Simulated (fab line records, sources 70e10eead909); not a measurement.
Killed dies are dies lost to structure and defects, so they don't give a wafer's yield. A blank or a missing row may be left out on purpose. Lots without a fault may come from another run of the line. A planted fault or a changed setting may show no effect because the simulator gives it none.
Tool commonality check | flow nand_harc | 3 lots, 9 wafers sampled

WHY IT WAS OPENED
At NHARC_END_SORT_01 the reading killed_at_array is flagged on 3 of 3 lots. Wafers without a fault read 26, standard deviation 9.6.
Rule: a lot is flagged when every wafer of it that has a number lies more than 4 standard deviations from that mean, or none has a number. The other lots count as sound.

lot  | measured     | on        | killed_at_array, wafer by wafer | flag
L165 | day 20 03:46 | prober-02 | 189 191 197                     | FLAGGED
L166 | day 20 12:20 | prober-01 | 180 175 183                     | FLAGGED
L167 | day 20 23:23 | prober-01 | 202 176 198                     | FLAGGED
The numbers of the flagged lots are 188 on average: +162 against the usual, or +17 standard deviations.

WHICH TOOL RAN EACH LOT
The record holds 4 process steps before the reading, out of a route of 1159 steps. In each cell: the tool, then ch and the chambers that the sampled wafers went through, then the start.
lot  | flag    | NHARC_A_SOURCE_PLATE_PVD_04 | NHARC_HYBRID_BOND_ACTIVATE_00      | NHARC_THIN_TSV_PVD_51                   | NHARC_THIN_TSV_CMP_21
L165 | FLAGGED | pvd_sputter-02, day 7 16:30 | rie_diel-05 ch 1,2,3, day 18 18:34 | pvd_sputter-01, day 19 14:34 or earlier | cmp-01 ch 0,1,2, day 19 14:34
L166 | FLAGGED | pvd_sputter-03, day 8 02:00 | rie_diel-07 ch 0,1,2, day 18 22:31 | pvd_sputter-02, day 19 13:23 or earlier | cmp-01 ch 0,2,3, day 19 13:23
L167 | FLAGGED | pvd_sputter-02, day 8 17:35 | rie_diel-06 ch 1,2,3, day 19 15:41 | pvd_sputter-02, day 20 12:47 or earlier | cmp-03 ch 0,1,2, day 20 12:47
What these steps do:
- NHARC_A_SOURCE_PLATE_PVD_04: deposits WSi2, target thk 50 nm.
- NHARC_HYBRID_BOND_ACTIVATE_00: chemistry N2, time 60 s.
- NHARC_THIN_TSV_PVD_51: deposits Cu, target thk 100 nm.
- NHARC_THIN_TSV_CMP_21: polishes, t overpolish 30 s, target thk 2000 nm.
- NHARC_END_SORT_01

FLAGGED OVER TOTAL, TOOL BY TOOL (the gauges that took the reading come last)
step                          | tool           | lots run | flagged | share of the flagged lots | sound lots run after its first flagged lot
NHARC_A_SOURCE_PLATE_PVD_04   | pvd_sputter-02 | 2        | 2       | some                      | 0
NHARC_A_SOURCE_PLATE_PVD_04   | pvd_sputter-03 | 1        | 1       | some                      | 0
NHARC_HYBRID_BOND_ACTIVATE_00 | rie_diel-05    | 1        | 1       | some                      | 0
NHARC_HYBRID_BOND_ACTIVATE_00 | rie_diel-06    | 1        | 1       | some                      | 0
NHARC_HYBRID_BOND_ACTIVATE_00 | rie_diel-07    | 1        | 1       | some                      | 0
NHARC_THIN_TSV_PVD_51         | pvd_sputter-01 | 1        | 1       | some                      | 0
NHARC_THIN_TSV_PVD_51         | pvd_sputter-02 | 2        | 2       | some                      | 0
NHARC_THIN_TSV_CMP_21         | cmp-01         | 2        | 2       | some                      | 0
NHARC_THIN_TSV_CMP_21         | cmp-03         | 1        | 1       | some                      | 0
NHARC_END_SORT_01             | prober-01      | 2        | 2       | some                      | 0
NHARC_END_SORT_01             | prober-02      | 1        | 1       | some                      | 0
NHARC_THIN_TSV_PVD_51 gives no start for some lots, so the hours and the order of its lots are those of NHARC_THIN_TSV_CMP_21.

WHAT THE TABLE ALLOWS
No row of the table ran every flagged lot.

WHAT THE SIMULATOR HAD PUT IN
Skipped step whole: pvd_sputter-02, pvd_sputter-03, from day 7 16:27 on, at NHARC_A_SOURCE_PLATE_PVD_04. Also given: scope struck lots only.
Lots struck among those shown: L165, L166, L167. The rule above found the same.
